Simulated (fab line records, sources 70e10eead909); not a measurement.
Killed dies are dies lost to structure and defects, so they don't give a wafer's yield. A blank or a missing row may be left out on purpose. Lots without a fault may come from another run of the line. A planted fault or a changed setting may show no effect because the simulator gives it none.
fab line records | flow nand_harc
record lots=14 wafers=42 last_day=33
route steps=1302 shown A_BLC@1131 A_M0@1145
lots that met no fault: from a run of the same line without faults
start_h: hours from the record's first day to the start of the lot's first wafer shown | wait_h: hours since the lot's step before | " the same as in the row above | L1.1+2: a row that stands for several wafers | - no value, or no start given | * or withheld: withheld | < > ~ a bound
route shown NAME@n: a module of which the file shows steps, and the number in the route of the first | usual: mean/standard deviation of fault-free wafers | same: alike in all rows | chamber/n: place in a boat | sites: the reading at each site | _std_site: their standard deviation | _edge_site: outer sites' mean less inner sites' | radius_mm: how far each site lies from the wafer's centre | mask NAME#n: copy n | behind: the tool/chamber that last shaped the wafer | hold: why the lot was held/for how many hours/how that ended | device: the transistor (n, p or np) that didn't switch | end of line: the same wafers' tests at the end of the route | a step without rows: its recipe alone | killed: dies lost to structure and defects at the first sort, not the wafer's yield | map: a wafer's dies, x killed, . not, _ none there
set.NAME: the setting as run; set.NAME@STEP: as run at that earlier step | model.NAME: the simulator's own value behind a step, which no gauge read
steps of the route over a sample of lots; a table a step, a row a wafer
services: from which hour (start_h, from the record's first day; less than 0 if before it) a tool's chamber was out of use, for how many hours, and why
## steps
# step NHARC_A_BLC_ALD_23
# recipe target_thk_a=30 pulse_time_s=1 ald_cycles=150 temp_c=450 material=TiN
# usual heater_power_outer_w=681/69 heater_power_w=1087/88 precursor_pulse_height_rel=1.000/0.021 susceptor_temp_C=450.02/0.26
# same pulse_time_s=1
# columns lot.wafer tool chamber start_h wait_h heater_power_outer_w heater_power_w precursor_pulse_height_rel susceptor_temp_C
L732.3 ald_metal-04 1 516.37 - 679 1054 1.015 450.03
L732.1 " 2 " " 576 968 0.988 450.10
L732.5 " 1 " " 649 1019 1.005 450.08
L733.3 ald_metal-04 3 535.49 - 681 1103 0.979 449.81
L733.4 " 1 " " 692 1033 0.980 450.07
L733.5 " 0 " " 713 1153 1.013 450.14
L735.4 ald_metal-02 2 539.11 - 766 1152 1.035 450.03
L735.2 " 3 " " 822 1242 0.994 449.73
L735.5 " 0 " " 699 1158 0.974 450.07
L741.2 ald_metal-02 0 621.23 - 696 1219 0.967 449.79
L741.1 " 2 " " 779 1130 1.025 450.65
L741.3 " 3 " " 763 1163 1.001 449.98
L742.1 ald_metal-04 2 622.25 - 558 962 0.990 449.62
L742.3 " 3 " " 687 1127 1.031 450.21
L742.5 " 1 " " 671 1071 1.010 450.16
L744.1 ald_metal-04 0 640.49 - 718 1172 1.000 450.17
L744.3 " 2 " " 561 971 1.050 449.79
L744.6 " 1 " " 685 1038 1.033 450.19
L743.2 ald_metal-02 0 650.91 - 704 1180 0.988 450.27
L743.1 " 2 " " 760 1173 1.001 449.91
L743.5 " 1 " " 659 1041 1.007 450.15
L751.2 ald_metal-03 0 692.60 - 660 984 1.005 450.28
L751.6 " 0 " " 654 998 0.993 450.04
L751.5 " 1 " " 596 1028 1.012 450.16
L749.1 ald_metal-02 3 694.14 - 770 1163 0.999 449.78
L749.3 " 2 " " 803 1159 0.984 450.16
L749.4 " 2 " " 777 1171 1.009 449.91
L750.2 ald_metal-04 1 700.28 - 670 1061 1.006 450.33
L750.3 " 3 " " 661 1082 0.971 450.38
L750.6 " 2 " " 601 989 0.991 449.86
L752.4 ald_metal-02 3 720.98 - 776 1169 1.006 449.72
L752.3 " 0 " " 687 1211 1.011 449.60
L752.6 " 2 " " 784 1184 0.959 450.01
L753.2 ald_metal-02 2 734.64 - 792 1154 0.992 449.91
L753.4 " 3 " " 767 1167 0.971 450.35
L753.6 " 2 " " 783 1197 0.973 450.02
L754.3 ald_metal-02 2 737.96 - 762 1158 0.992 450.53
L754.4 " 3 " " 770 1186 0.995 450.17
L754.6 " 2 " " 799 1176 0.973 450.58
L755.2 ald_metal-03 0 741.76 - 664 1002 0.962 449.90
L755.3 " 2 " " 735 1164 0.991 449.83
L755.5 " 0 " " 678 980 1.002 449.91
# step NHARC_A_BLC_CVD_24
# recipe target_thk_a=1500 temp_c=300 pressure_torr=40 wf6_flow_sccm=40 h2_flow_sccm=1600 ar_flow_sccm=1560 time_s=434 material=W
# usual heater_power_outer_w=263/25 heater_power_w=465/36 susceptor_temp_C=299.98/0.21 throttle_valve_pct=7.96/0.23
# columns lot.wafer tool chamber start_h wait_h heater_power_outer_w heater_power_w susceptor_temp_C throttle_valve_pct
L732.1 cvd_w-02 1 - - 270 458 299.87 8.02
L732.3 " 1 " " 272 462 299.77 8.04
L732.5 " 1 " " 278 456 300.02 8.02
L733.4 cvd_w-02 1 - - 273 467 - 7.97
L733.3 " 0 " " 229 423 - 8.21
L733.5 " 1 " " 279 470 - 8.20
L735.2 cvd_w-01 1 - - 284 509 - 7.72
L735.4 " 1 " " 286 526 - 7.81
L735.5 " 0 " " 280 514 - 7.65
L741.1 cvd_w-01 1 - - 300 509 - 7.97
L741.2 " 0 " " 263 493 - 7.74
L741.3 " 1 " " 297 522 - 7.90
L742.1 cvd_w-02 1 - - 280 464 299.72 8.11
L742.3 " 1 " " 285 466 299.87 7.98
L742.5 " 1 " " 280 460 299.87 8.29
L744.1 cvd_w-01 0 - - 262 498 299.87 7.87
L744.3 " 1 " " 296 525 300.41 8.04
L744.6 " 0 " " 260 498 300.07 7.33
L743.1 cvd_w-02 0 - - 231 423 299.81 8.05
L743.2 " 1 " " 280 452 300.18 7.56
L743.5 " 0 " " 236 421 299.94 8.09
L751.2 cvd_w-01 1 - - 305 522 299.49 7.88
L751.5 " 1 " " 300 523 299.42 7.94
L751.6 " 0 " " 255 483 299.96 7.84
L749.1 cvd_w-02 1 - - 277 451 300.44 8.18
L749.4 " 1 " " 270 459 300.04 7.71
L749.3 " 0 " " 227 421 299.78 8.14
L750.2 cvd_w-02 0 - - 234 430 299.81 7.93
L750.3 " 0 " " 229 426 299.94 8.28
L750.6 " 0 " " 230 412 299.74 8.25
L752.3 cvd_w-01 1 - - 305 524 300.14 7.96
L752.4 " 0 " " 254 493 299.99 7.58
L752.6 " 0 " " 258 489 300.11 7.48
L753.2 cvd_w-02 1 - - 274 455 300.34 7.66
L753.4 " 0 " " 238 421 299.90 8.14
L753.6 " 0 " " 234 426 299.83 8.29
L754.4 cvd_w-02 1 - - 269 453 299.91 7.91
L754.3 " 0 " " 237 425 299.80 8.39
L754.6 " 0 " " 231 419 300.00 8.31
L755.2 cvd_w-01 0 - - 264 501 300.21 7.94
L755.3 " 1 " " 289 529 300.22 7.93
L755.5 " 1 " " 293 529 299.99 7.50
# step NHARC_A_BLC_CMP_25
# recipe t_overpolish_s=30 target_thk_nm=150
# usual motor_current_A=12.3/1.2 overpolish_run_s=29.999/0.0091 time_to_endpoint_s=29.9/2.7
# same t_overpolish_s=30
# columns lot.wafer tool chamber start_h wait_h motor_current_A overpolish_run_s time_to_endpoint_s
L732.1 cmp-04 0 517.16 0.5 10.5 29.992 29.8
L732.3 " 1 " " 11.1 30.001 28.7
L732.5 " 3 " " 12.5 30.020 29.1
L733.4 cmp-01 3 536.21 0.3 10.1 30.006 29.2
L733.3 " 2 " " 13.4 30.001 35.0
L733.5 " 0 " " 14.6 29.994 32.0
L735.2 cmp-02 0 539.79 0.4 14.3 29.989 29.3
L735.4 " 3 " " 10.8 29.983 25.6
L735.5 " 0 " " 13.3 30.002 24.9
L741.3 cmp-01 1 621.96 0.3 12.0 29.992 33.4
L741.2 " 2 " " 13.7 30.023 36.7
L741.1 " 0 " " 13.7 29.991 32.0
L742.1 cmp-04 1 622.94 0.4 10.6 29.991 27.8
L742.3 " 3 " " 12.5 30.013 26.7
L742.5 " 1 " " 11.0 30.002 28.1
L744.1 cmp-04 2 641.25 0.4 13.8 29.984 28.6
L744.3 " 3 " " 11.8 30.002 30.9
L744.6 " 1 " " 10.7 30.004 31.6
L743.2 cmp-02 0 651.68 0.4 13.6 29.993 29.5
L743.1 " 2 " " 12.2 30.011 29.0
L743.5 " 1 " " 14.2 30.001 32.6
L751.2 cmp-04 0 693.36 0.5 10.8 29.985 31.2
L751.6 " 3 " " 11.7 29.997 27.5
L751.5 " 0 " " 10.6 30.000 27.0
L749.3 cmp-02 0 694.91 0.2 13.5 30.000 31.0
L749.1 " 2 " " 13.0 30.006 33.0
L749.4 " 3 " " 11.2 30.001 33.7
L750.2 cmp-01 1 701.06 0.4 12.5 30.010 29.4
L750.3 " 2 " " 13.1 30.001 33.6
L750.6 " 0 " " 13.5 29.982 30.6
L752.4 cmp-01 0 721.75 0.3 13.0 30.003 31.7
L752.3 " 1 " " 12.2 29.986 33.5
L752.6 " 2 " " 13.6 30.001 34.6
L753.2 cmp-04 2 735.49 0.4 13.8 30.002 26.6
L753.4 " 3 " " 12.3 30.018 27.9
L753.6 " 1 " " 10.9 29.988 27.2
L754.3 cmp-04 2 739.37 0.3 13.5 29.987 28.6
L754.4 " 3 " " 12.2 29.998 27.7
L754.6 " 1 " " 11.7 30.008 27.7
L755.2 cmp-04 1 742.52 0.4 11.3 29.989 30.9
L755.3 " 2 " " 12.8 29.990 30.6
L755.5 " 0 " " 10.7 29.994 34.4
# step NHARC_A_M0_PEB_07
# recipe peb_temp_c=100 peb_time_s=65
# usual heater_power_total_W=156.7/0.41 plate_temp_C=100.00/0.11
# columns lot.wafer tool chamber start_h wait_h heater_power_total_W plate_temp_C
L732.1 litho_track-04 0 518.33 0.1 156.5 99.97
L732.3 " 0 " " 156.8 99.98
L732.5 " 0 " " 156.0 100.16
L733.3 litho_track-06 0 537.58 0.0 157.1 100.12
L733.4 " 0 " " 157.2 100.02
L733.5 " 0 " " 156.1 99.94
L735.2 litho_track-01 0 540.91 0.1 156.7 99.93
L735.4 " 0 " " 157.1 100.00
L735.5 " 0 " " 157.0 100.04
L741.1 litho_track-01 0 623.18 0.1 137.6 90.85
L741.2 " 0 " " 136.8 90.87
L741.3 " 0 " " 136.8 91.06
L742.1 litho_track-01 0 624.15 0.1 137.9 91.07
L742.3 " 0 " " 137.9 90.97
L742.5 " 0 " " 137.0 90.99
L744.1 litho_track-06 0 642.33 0.1 156.7 100.12
L744.3 " 0 " " 157.2 99.94
L744.6 " 0 " " 156.4 100.10
L743.1 litho_track-04 0 652.91 0.1 156.9 100.20
L743.2 " 0 " " 156.7 100.13
L743.5 " 0 " " 156.4 100.23
L751.2 litho_track-04 0 694.43 0.1 156.7 100.09
L751.5 " 0 " " 156.9 99.90
L751.6 " 0 " " 157.1 99.97
L749.1 litho_track-01 0 696.13 0.1 157.2 100.00
L749.3 " 0 " " 156.1 100.07
L749.4 " 0 " " 156.9 100.04
L750.2 litho_track-04 0 702.12 0.1 157.0 99.99
L750.3 " 0 " " 157.1 99.97
L750.6 " 0 " " 156.8 100.10
L752.3 litho_track-04 0 722.81 0.0 157.1 100.06
L752.4 " 0 " " 156.8 100.13
L752.6 " 0 " " 156.0 99.96
L753.2 litho_track-06 0 736.67 0.1 156.7 99.99
L753.4 " 0 " " 156.7 99.92
L753.6 " 0 " " 156.0 99.96
L754.3 litho_track-04 0 740.57 0.0 157.1 99.97
L754.4 " 0 " " 155.9 99.78
L754.6 " 0 " " 155.9 99.88
L755.2 litho_track-04 0 743.70 0.1 156.7 99.96
L755.3 " 0 " " 157.2 100.04
L755.5 " 0 " " 156.7 99.92
## services
# columns tool chamber start_h hours kind
ald_metal-02 1 494.12 22.2 repair
litho_track-01 - 505.00 7.0 pm
cmp-04 - 506.06 4.0 pm
ald_metal-04 3 543.69 6.5 repair
ald_metal-02 2 546.36 18.4 repair
cvd_w-01 - 547.00 13.0 pm
litho_track-04 - 553.00 7.0 pm
cmp-04 - 571.21 1.9 repair
cmp-04 - 604.06 4.0 pm
ald_metal-02 - 610.00 10.0 pm
cmp-04 - 623.56 0.8 repair
cvd_w-02 - 631.00 13.0 pm
ald_metal-02 3 642.42 18.9 repair
ald_metal-04 - 652.00 10.0 pm
ald_metal-04 3 666.74 8.1 repair
ald_metal-04 1 671.31 3.1 repair
ald_metal-02 0 692.58 20.4 repair
ald_metal-02 3 697.57 1.7 repair
cmp-04 - 702.06 4.0 pm
ald_metal-04 - 715.14 0.5 repair
ald_metal-04 1 720.80 25.7 repair
cvd_w-01 - 728.00 13.0 pm
litho_track-04 - 728.00 7.0 pm
cmp-04 - 733.20 2.0 repair
## key
first_sign step=NHARC_A_M0_PEB_07 reading=plate_temp_C direction=down sigmas=81 usual=* struck=*
effect step=NHARC_A_M0_PEB_07 reading=heater_power_total_W direction=down sigmas=47 usual=* struck=*
met_at NHARC_A_M0_PEB_07
struck_lots L741,L742
later_rows_left_out L741.1,L741.2,L741.3,L742.1,L742.3,L742.5
sort_left_out L741.1,L741.2,L741.3,L742.1,L742.3,L742.5
not_acting_at NHARC_A_BLC_ALD_23,NHARC_A_BLC_CVD_24,NHARC_A_BLC_CMP_25
onset_between 540.91 623.18
fault kind=process_parameter_drift tool=litho_track-01 chamber=- onset_h=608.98 steps=NHARC_A_M0_PEB_07 channel=peb_temp_c offset=* shape=step end_h=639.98 acts_in=* stated=*
# sort_left_out: the simulated sort isn't trusted on such a fault, so these wafers' sort isn't shown, and their yield isn't known
# later_rows_left_out: the simulator's readings of these wafers behind a module that went badly wrong aren't trusted and aren't shown, but for the sort
